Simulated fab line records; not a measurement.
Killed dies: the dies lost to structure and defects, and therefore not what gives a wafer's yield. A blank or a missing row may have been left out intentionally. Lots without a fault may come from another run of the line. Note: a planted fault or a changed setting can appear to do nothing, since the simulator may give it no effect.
Lot-split experiment -- flow n5Finfet -- 39 wafers read across 7 lots, on a route 1938 steps long

ABOUT THE SPLIT
At N5_BEOL_M12_ETCH_68 (etches SOC in N2/H2, time 285 s), the setting timeS was moved away from the recipe's 285 s on 15 of the 39 wafers read, by -26.3% to +49.7%. For the rest of the wafers, this setting stayed at what the recipe calls for.

The reading comes from the split's own step.

THE READING
SiARC_of_BEOL_M12_COAT_66.thkNm (the simulator's own value, which no gauge read), in nm, at N5_BEOL_M12_ETCH_68 (etches SOC in N2/H2, time 285 s). There is no usual value for it anywhere in the file. Here, 24 wafers ran the recipe; their average is 86.0 nm with a standard deviation of 0.61 nm.

wafer,"tool, chamber at the split","timeS as run, s",against the recipe,"SiARC_of_BEOL_M12_COAT_66.thkNm, nm",against lot-mates on the recipe
L074.1,"rieDiel-03, 2,1",285,recipe,86.8,-
L074.3,"rieDiel-03, 2,1",285,recipe,86.8,-
L074.2,"rieDiel-03, 3,2",353.9,+24.2%,81.2,-5.5
L074.5,"rieDiel-03, 3,2",353.9,+24.2%,81.2,-5.5
L074.4,"rieDiel-03, 1",285,recipe,86.4,-
L074.6,"rieDiel-03, 3",353.9,+24.2%,80.8,-5.9
L082.1,"rieDiel-01, 0",285,recipe,85.4,-
L082.2,"rieDiel-01, 1,3",210,-26.3%,92,+6.1
L082.3,"rieDiel-01, 1,3",210,-26.3%,92,+6.1
L082.4,"rieDiel-01, 2",285,recipe,86.2,-
L082.5,"rieDiel-01, 2",210,-26.3%,92.6,+6.7
L082.6,"rieDiel-01, 3",285,recipe,86,-
L079.1,"rieDiel-04, 0",285,recipe,86.4,-
L079.2,"rieDiel-04, 3",285,recipe,86,-
L079.3,"rieDiel-04, 2",362.1,+27.1%,79,-7.2
L079.4,"rieDiel-04, 1",362.1,+27.1%,79.4,-6.8
L079.5,"rieDiel-04, 1",285,recipe,86.2,-
L079.6,"rieDiel-04, 0",362.1,+27.1%,79.8,-6.4
L086.1,"rieDiel-04, 1",285,recipe,86.4,-
L086.3,"rieDiel-04, 0",285,recipe,85.6,-
L086.6,"rieDiel-04, 0",285,recipe,86.2,-
L081.1,"rieDiel-03, 3",285,recipe,86.8,-
L081.2,"rieDiel-03, 1",285,recipe,86,-
L081.6,"rieDiel-03, 1",285,recipe,86,-
L081.3,"rieDiel-03, 0",285,recipe,85,-
L081.4,"rieDiel-03, 0",285,recipe,84.8,-
L081.5,"rieDiel-03, 3",285,recipe,86.4,-
L091.1,"rieDiel-03, 2",285,recipe,84.8,-
L091.2,"rieDiel-03, 3",426.6,+49.7%,74.8,-10.8
L091.3,"rieDiel-03, 0",426.6,+49.7%,72.8,-12.8
L091.4,"rieDiel-03, 1",285,recipe,86,-
L091.5,"rieDiel-03, 1",285,recipe,86,-
L091.6,"rieDiel-03, 2",426.6,+49.7%,72.6,-13.0
L094.1,"rieDiel-03, 2",418.6,+46.9%,74,-12.2
L094.2,"rieDiel-03, 0",418.6,+46.9%,73.8,-12.4
L094.3,"rieDiel-03, 1",285,recipe,86.4,-
L094.4,"rieDiel-03, 3",285,recipe,87,-
L094.5,"rieDiel-03, 2",285,recipe,85.2,-
L094.6,"rieDiel-03, 3",418.6,+46.9%,76.2,-10.0
Where a row lists several chambers, the file gives one row for several wafers and doesn't say which wafer went through which chamber.

FIT RESULTS
A straight line over all 39 wafers: SiARC_of_BEOL_M12_COAT_66.thkNm changes by -0.243 nm for each +1% of timeS; r = -0.99; the points scatter about the line by 0.73 nm.
The same after taking each lot's own level away (the mean of its wafers on the recipe; 39 wafers): -0.244 nm for each +1%; r = -0.99; scatter 0.62 nm.
According to that fit, moving timeS by its largest amount changes the reading by 12 nm.
The lots' own levels span 85.60 to 86.67 nm, that is 1.8 times the standard deviation above.
The two slopes are in agreement: the lot-to-lot level therefore moves the slope only a little.
Check: -12.3 nm against its lot-mates is what the line predicts for one of the wafers moved furthest among these (+49.7%) when that wafer is left out of the fit. Against them it came out at -10.8 nm.

OTHER SPLITS ON THESE WAFERS
Note: prior to the reading, these wafers also went through further splits. Each is held against what the fit with the lots' levels taken away leaves over:
other split on the same wafers,wafers away from the commonest value,r with SiARC_of_BEOL_M12_COAT_66.thkNm (lot level and that fit taken away)
N5_BEOL_M9_DESCUM_16 timeS,15,+0.32

THE FILE'S OWN FIT
SiARC_of_BEOL_M12_COAT_66.thkNm changes by -0.245 nm for each +1% of timeS, r = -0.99.
